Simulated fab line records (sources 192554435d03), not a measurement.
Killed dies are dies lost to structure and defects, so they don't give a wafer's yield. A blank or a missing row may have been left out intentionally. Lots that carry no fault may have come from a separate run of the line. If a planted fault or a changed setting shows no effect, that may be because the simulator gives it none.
Which tool is to blame? || flow n5_finfet || Sampling: 12 lots, 33 wafers, 4 of 1938 route steps

## WHAT THE GAUGES SHOWED, per wafer
N5_BEOL_M15_OVL_MEAS_11. Usual: for V14_OVL the level is 3 nm and the standard deviation is 5.2.
{"lot": "L618", "measured": "day 11 17:13", "on": "overlay-02", "V14_OVL (nm)": "14 6 5", "flag": ""}
{"lot": "L625", "measured": "day 13 08:28", "on": "overlay-01", "V14_OVL (nm)": "0 2 3", "flag": ""}
{"lot": "L626", "measured": "day 13 15:59", "on": "overlay-01", "V14_OVL (nm)": "6 6 2", "flag": ""}
{"lot": "L628", "measured": "day 14 09:43", "on": "overlay-01", "V14_OVL (nm)": "-4 10 5", "flag": ""}
{"lot": "L631", "measured": "day 14 14:06", "on": "overlay-01", "V14_OVL (nm)": "0 -6 -4", "flag": ""}
{"lot": "L632", "measured": "day 15 13:02", "on": "overlay-01", "V14_OVL (nm)": "-2 -1 5", "flag": ""}
{"lot": "L634", "measured": "day 15 20:31", "on": "overlay-01", "V14_OVL (nm)": "3 -2 7", "flag": ""}
{"lot": "L637", "measured": "day 15 21:54", "on": "overlay-02", "V14_OVL (nm)": "1 8", "flag": ""}
{"lot": "L638", "measured": "day 16 08:51", "on": "overlay-02", "V14_OVL (nm)": "6 4", "flag": ""}
{"lot": "L636", "measured": "day 16 11:10", "on": "overlay-01", "V14_OVL (nm)": "-9 -10", "flag": ""}
{"lot": "L640", "measured": "day 16 20:20", "on": "overlay-01", "V14_OVL (nm)": "14 5 2", "flag": ""}
{"lot": "L641", "measured": "day 16 20:41", "on": "overlay-01", "V14_OVL (nm)": "-3 2 -4", "flag": ""}

N5_BEOL_M15_CD_MEAS_17: target cd 360 nm. Usual: cd_nm 362.0 nm, standard deviation 2.4.
{"lot": "L618", "measured": "day 11 17:46", "on": "cd_sem-01", "cd_nm (nm)": "365.0 364.7 364.0", "flag": ""}
{"lot": "L625", "measured": "day 13 09:02", "on": "cd_sem-03", "cd_nm (nm)": "363.9 369.2 362.7", "flag": ""}
{"lot": "L626", "measured": "day 13 17:02", "on": "cd_sem-02", "cd_nm (nm)": "363.9 361.3 363.3", "flag": ""}
{"lot": "L628", "measured": "day 14 10:16", "on": "cd_sem-02", "cd_nm (nm)": "360.3 361.0 362.9", "flag": ""}
{"lot": "L631", "measured": "day 14 14:49", "on": "cd_sem-03", "cd_nm (nm)": "358.7 360.7 361.0", "flag": ""}
{"lot": "L632", "measured": "day 15 13:36", "on": "cd_sem-02", "cd_nm (nm)": "359.7 359.2 362.4", "flag": ""}
{"lot": "L634", "measured": "day 15 21:04", "on": "cd_sem-03", "cd_nm (nm)": "360.3 365.9 361.5", "flag": ""}
{"lot": "L637", "measured": "day 15 23:16", "on": "cd_sem-01", "cd_nm (nm)": "362.7 360.3", "flag": ""}
{"lot": "L638", "measured": "day 16 09:24", "on": "cd_sem-01", "cd_nm (nm)": "363.1 362.3", "flag": ""}
{"lot": "L636", "measured": "day 16 11:47", "on": "cd_sem-02", "cd_nm (nm)": "364.7 364.6", "flag": ""}
{"lot": "L640", "measured": "day 16 21:08", "on": "cd_sem-01", "cd_nm (nm)": "362.0 363.6 360.7", "flag": ""}
{"lot": "L641", "measured": "day 16 21:58", "on": "cd_sem-01", "cd_nm (nm)": "365.2 363.5 363.9", "flag": ""}

## EACH LOT AND THE TOOL THAT RAN IT (in order: tool; ch and the chambers of the sampled wafers; start)
{"lot": "L618", "N5_BEOL_M15_ETCH_59": "rie_diel-02 ch 0,3, day 11 17:18", "N5_BEOL_M15_STRIP_63": "rie_diel-02 ch 0,3, day 11 17:46 or earlier"}
{"lot": "L625", "N5_BEOL_M15_ETCH_59": "rie_diel-02 ch 0,3, day 13 08:34", "N5_BEOL_M15_STRIP_63": "rie_diel-02 ch 0,3, day 13 09:02 or earlier"}
{"lot": "L626", "N5_BEOL_M15_ETCH_59": "rie_diel-02 ch 0,1,3, day 13 16:34", "N5_BEOL_M15_STRIP_63": "rie_diel-02 ch 0,1,3, day 13 17:02 or earlier"}
{"lot": "L628", "N5_BEOL_M15_ETCH_59": "rie_diel-01 ch 0,2,3, day 14 09:49", "N5_BEOL_M15_STRIP_63": "rie_diel-01 ch 0,2,3, day 14 10:16 or earlier"}
{"lot": "L631", "N5_BEOL_M15_ETCH_59": "rie_diel-01 ch 2,3, day 14 14:21", "N5_BEOL_M15_STRIP_63": "rie_diel-01 ch 2,3, day 14 14:49 or earlier"}
{"lot": "L632", "N5_BEOL_M15_ETCH_59": "rie_diel-01 ch 0,2,3, day 15 13:08", "N5_BEOL_M15_STRIP_63": "rie_diel-01 ch 0,2,3, day 15 13:36 or earlier"}
{"lot": "L634", "N5_BEOL_M15_ETCH_59": "rie_diel-01 ch 0,1,3, day 15 20:37", "N5_BEOL_M15_STRIP_63": "rie_diel-01 ch 0,1,3, day 15 21:04 or earlier"}
{"lot": "L637", "N5_BEOL_M15_ETCH_59": "rie_diel-01 ch 1,3, day 15 22:48", "N5_BEOL_M15_STRIP_63": "rie_diel-01 ch 1,3, day 15 23:16 or earlier"}
{"lot": "L638", "N5_BEOL_M15_ETCH_59": "rie_diel-01 ch 0,2, day 16 08:56", "N5_BEOL_M15_STRIP_63": "rie_diel-01 ch 0,2, day 16 09:24 or earlier"}
{"lot": "L636", "N5_BEOL_M15_ETCH_59": "rie_diel-01 ch 0,1, day 16 11:20", "N5_BEOL_M15_STRIP_63": "rie_diel-01 ch 0,1, day 16 11:47 or earlier"}
{"lot": "L640", "N5_BEOL_M15_ETCH_59": "rie_diel-02 ch 0,1, day 16 20:40", "N5_BEOL_M15_STRIP_63": "rie_diel-02 ch 0,1, day 16 21:08 or earlier"}
{"lot": "L641", "N5_BEOL_M15_ETCH_59": "rie_diel-05 ch 2,3, day 16 21:28", "N5_BEOL_M15_STRIP_63": "rie_diel-05 ch 2,3, day 16 21:58 or earlier"}
- N5_BEOL_M15_ETCH_59: etches BARC in N2/H2, target depth 89 nm, overetch 26.7 nm, time 67.9 s.
- N5_BEOL_M15_STRIP_63: strips in O2.

## WHAT THE TOOLS THEMSELVES READ (means of the sampled wafers that have a number; where no wafer has one, the mark that the record gives instead)
N5_BEOL_M15_ETCH_59. Usual: value, then standard deviation, for each; drypump_motor_current_A 6.0 A / 0.31; oes_product_au 0.66 a.u. / 0.06; rf_fwd_power_W 833 W / 3.1; rf_vpp_V 524.2 V / 2.4; run_length_s 91.1 s / 0.4; showerhead_plenum_p_Torr 2.56 Torr / 0.088; throttle_valve_pct 17.97 % / 0.19.
{"lot": "L618", "tool": "rie_diel-02", "drypump_motor_current_A (A)": 5.8, "oes_product_au (a.u.)": 0.66, "rf_fwd_power_W (W)": 832, "rf_vpp_V (V)": 526.1, "run_length_s (s)": 90.9, "showerhead_plenum_p_Torr (Torr)": 2.62, "throttle_valve_pct (%)": 18.01, "flag": ""}
{"lot": "L625", "tool": "rie_diel-02", "drypump_motor_current_A (A)": 5.8, "oes_product_au (a.u.)": 0.65, "rf_fwd_power_W (W)": 831, "rf_vpp_V (V)": 525.5, "run_length_s (s)": 90.8, "showerhead_plenum_p_Torr (Torr)": 2.61, "throttle_valve_pct (%)": 18.03, "flag": ""}
{"lot": "L626", "tool": "rie_diel-02", "drypump_motor_current_A (A)": 6.1, "oes_product_au (a.u.)": 0.65, "rf_fwd_power_W (W)": 833, "rf_vpp_V (V)": 524.1, "run_length_s (s)": 90.8, "showerhead_plenum_p_Torr (Torr)": 2.57, "throttle_valve_pct (%)": 18.03, "flag": ""}
{"lot": "L628", "tool": "rie_diel-01", "drypump_motor_current_A (A)": 5.9, "oes_product_au (a.u.)": 0.68, "rf_fwd_power_W (W)": 834, "rf_vpp_V (V)": 522.9, "run_length_s (s)": 91.4, "showerhead_plenum_p_Torr (Torr)": 2.53, "throttle_valve_pct (%)": 17.78, "flag": ""}
{"lot": "L631", "tool": "rie_diel-01", "drypump_motor_current_A (A)": 5.8, "oes_product_au (a.u.)": 0.64, "rf_fwd_power_W (W)": 836, "rf_vpp_V (V)": 522.1, "run_length_s (s)": 91.9, "showerhead_plenum_p_Torr (Torr)": 2.47, "throttle_valve_pct (%)": 17.90, "flag": ""}
{"lot": "L632", "tool": "rie_diel-01", "drypump_motor_current_A (A)": 5.9, "oes_product_au (a.u.)": 0.67, "rf_fwd_power_W (W)": 833, "rf_vpp_V (V)": 522.7, "run_length_s (s)": 91.4, "showerhead_plenum_p_Torr (Torr)": 2.52, "throttle_valve_pct (%)": 17.79, "flag": ""}
{"lot": "L634", "tool": "rie_diel-01", "drypump_motor_current_A (A)": 6.1, "oes_product_au (a.u.)": 0.65, "rf_fwd_power_W (W)": 835, "rf_vpp_V (V)": 522.8, "run_length_s (s)": 91.4, "showerhead_plenum_p_Torr (Torr)": 2.51, "throttle_valve_pct (%)": 17.82, "flag": ""}
{"lot": "L637", "tool": "rie_diel-01", "drypump_motor_current_A (A)": 6.1, "oes_product_au (a.u.)": 0.59, "rf_fwd_power_W (W)": 838, "rf_vpp_V (V)": 521.4, "run_length_s (s)": 95.4, "showerhead_plenum_p_Torr (Torr)": 2.46, "throttle_valve_pct (%)": 17.91, "flag": "OFF"}
{"lot": "L638", "tool": "rie_diel-01", "drypump_motor_current_A (A)": 5.8, "oes_product_au (a.u.)": 0.66, "rf_fwd_power_W (W)": 836, "rf_vpp_V (V)": 524.2, "run_length_s (s)": 99.7, "showerhead_plenum_p_Torr (Torr)": 2.58, "throttle_valve_pct (%)": 17.70, "flag": "OFF"}
{"lot": "L636", "tool": "rie_diel-01", "drypump_motor_current_A (A)": 6.2, "oes_product_au (a.u.)": 0.62, "rf_fwd_power_W (W)": 834, "rf_vpp_V (V)": 524.6, "run_length_s (s)": 99.4, "showerhead_plenum_p_Torr (Torr)": 2.55, "throttle_valve_pct (%)": 17.73, "flag": "OFF"}
{"lot": "L640", "tool": "rie_diel-02", "drypump_motor_current_A (A)": 6.3, "oes_product_au (a.u.)": 0.60, "rf_fwd_power_W (W)": 832, "rf_vpp_V (V)": 524.1, "run_length_s (s)": 91.1, "showerhead_plenum_p_Torr (Torr)": 2.55, "throttle_valve_pct (%)": 18.15, "flag": ""}
{"lot": "L641", "tool": "rie_diel-05", "drypump_motor_current_A (A)": 5.8, "oes_product_au (a.u.)": 0.65, "rf_fwd_power_W (W)": 833, "rf_vpp_V (V)": 522.2, "run_length_s (s)": 91.2, "showerhead_plenum_p_Torr (Torr)": 2.50, "throttle_valve_pct (%)": 17.89, "flag": ""}

N5_BEOL_M15_STRIP_63. Usual: drypump_motor_current_A 5.9 A, standard deviation 0.31; oes_product_au 0.78 a.u., standard deviation 0.081; rf_vpp_V 3.8 V, standard deviation 0.77; showerhead_plenum_p_Torr 2.10 Torr, standard deviation 0.067; throttle_valve_pct 16.67 %, standard deviation 0.2.
{"lot": "L618", "tool": "rie_diel-02", "drypump_motor_current_A (A)": 5.8, "oes_product_au (a.u.)": 0.78, "rf_vpp_V (V)": 4.4, "showerhead_plenum_p_Torr (Torr)": 2.15, "throttle_valve_pct (%)": 16.76, "flag": ""}
{"lot": "L625", "tool": "rie_diel-02", "drypump_motor_current_A (A)": 5.8, "oes_product_au (a.u.)": 0.77, "rf_vpp_V (V)": 4.6, "showerhead_plenum_p_Torr (Torr)": 2.15, "throttle_valve_pct (%)": 16.81, "flag": ""}
{"lot": "L626", "tool": "rie_diel-02", "drypump_motor_current_A (A)": 6.1, "oes_product_au (a.u.)": 0.76, "rf_vpp_V (V)": 4.1, "showerhead_plenum_p_Torr (Torr)": 2.11, "throttle_valve_pct (%)": 16.76, "flag": ""}
{"lot": "L628", "tool": "rie_diel-01", "drypump_motor_current_A (A)": 5.8, "oes_product_au (a.u.)": 0.81, "rf_vpp_V (V)": 3.5, "showerhead_plenum_p_Torr (Torr)": 2.07, "throttle_valve_pct (%)": 16.51, "flag": ""}
{"lot": "L631", "tool": "rie_diel-01", "drypump_motor_current_A (A)": 5.8, "oes_product_au (a.u.)": 0.76, "rf_vpp_V (V)": 3.2, "showerhead_plenum_p_Torr (Torr)": 2.03, "throttle_valve_pct (%)": 16.74, "flag": ""}
{"lot": "L632", "tool": "rie_diel-01", "drypump_motor_current_A (A)": 5.9, "oes_product_au (a.u.)": 0.80, "rf_vpp_V (V)": 4.0, "showerhead_plenum_p_Torr (Torr)": 2.07, "throttle_valve_pct (%)": 16.54, "flag": ""}
{"lot": "L634", "tool": "rie_diel-01", "drypump_motor_current_A (A)": 6.1, "oes_product_au (a.u.)": 0.76, "rf_vpp_V (V)": 3.5, "showerhead_plenum_p_Torr (Torr)": 2.06, "throttle_valve_pct (%)": 16.57, "flag": ""}
{"lot": "L637", "tool": "rie_diel-01", "drypump_motor_current_A (A)": 6.1, "oes_product_au (a.u.)": 0.72, "rf_vpp_V (V)": 2.8, "showerhead_plenum_p_Torr (Torr)": 2.03, "throttle_valve_pct (%)": 16.71, "flag": ""}
{"lot": "L638", "tool": "rie_diel-01", "drypump_motor_current_A (A)": 5.8, "oes_product_au (a.u.)": 0.82, "rf_vpp_V (V)": 3.9, "showerhead_plenum_p_Torr (Torr)": 2.10, "throttle_valve_pct (%)": 16.34, "flag": ""}
{"lot": "L636", "tool": "rie_diel-01", "drypump_motor_current_A (A)": 6.2, "oes_product_au (a.u.)": 0.77, "rf_vpp_V (V)": 4.0, "showerhead_plenum_p_Torr (Torr)": 2.08, "throttle_valve_pct (%)": 16.41, "flag": ""}
{"lot": "L640", "tool": "rie_diel-02", "drypump_motor_current_A (A)": 6.2, "oes_product_au (a.u.)": 0.67, "rf_vpp_V (V)": 3.5, "showerhead_plenum_p_Torr (Torr)": 2.07, "throttle_valve_pct (%)": 16.76, "flag": ""}
{"lot": "L641", "tool": "rie_diel-05", "drypump_motor_current_A (A)": 5.8, "oes_product_au (a.u.)": 0.75, "rf_vpp_V (V)": 3.6, "showerhead_plenum_p_Torr (Torr)": 2.08, "throttle_valve_pct (%)": 16.70, "flag": ""}

## THE ANSWER, worked out from the rows above alone
Rule: a lot is off if the mean of its wafers that have a number lies more than 3 standard deviations from the usual mean. Also off: a lot with no number at a reading for which 4 or more lots have one. Where the step has rows for the other lots, those lots are counted as sound. Order of review: gauges by route order, followed by the tools' own readings, for which a lot's mean as printed above is used. The first step at which some lot is off is used, and at that step the reading that is off furthest; a lot without a number counts as furthest.
Off at N5_BEOL_M15_ETCH_59 (run_length_s): L637, L638, L636.
If a tool, at that step or one of the process steps before it, ran each lot that is off and ran no sound lot following the first of them, it fits. One fits: rie_diel-01 at N5_BEOL_M15_ETCH_59. Its last sound lot is L634 (day 15 20:37), its first lot that is off L637 (day 15 22:48): a fault that began between those two fits.
The tool's own readings at N5_BEOL_M15_ETCH_59 bear it out: on the lots that are off they differ by more than 5 times the standard deviation of the sound lots' means. run_length_s reads 98.2 s there against 91.2 s on the sound lots.

## WHAT THE SIMULATOR HAD PUT IN
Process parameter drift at N5_BEOL_M15_ETCH_59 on rie_diel-01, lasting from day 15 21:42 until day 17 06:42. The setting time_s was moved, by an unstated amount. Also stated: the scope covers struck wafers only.
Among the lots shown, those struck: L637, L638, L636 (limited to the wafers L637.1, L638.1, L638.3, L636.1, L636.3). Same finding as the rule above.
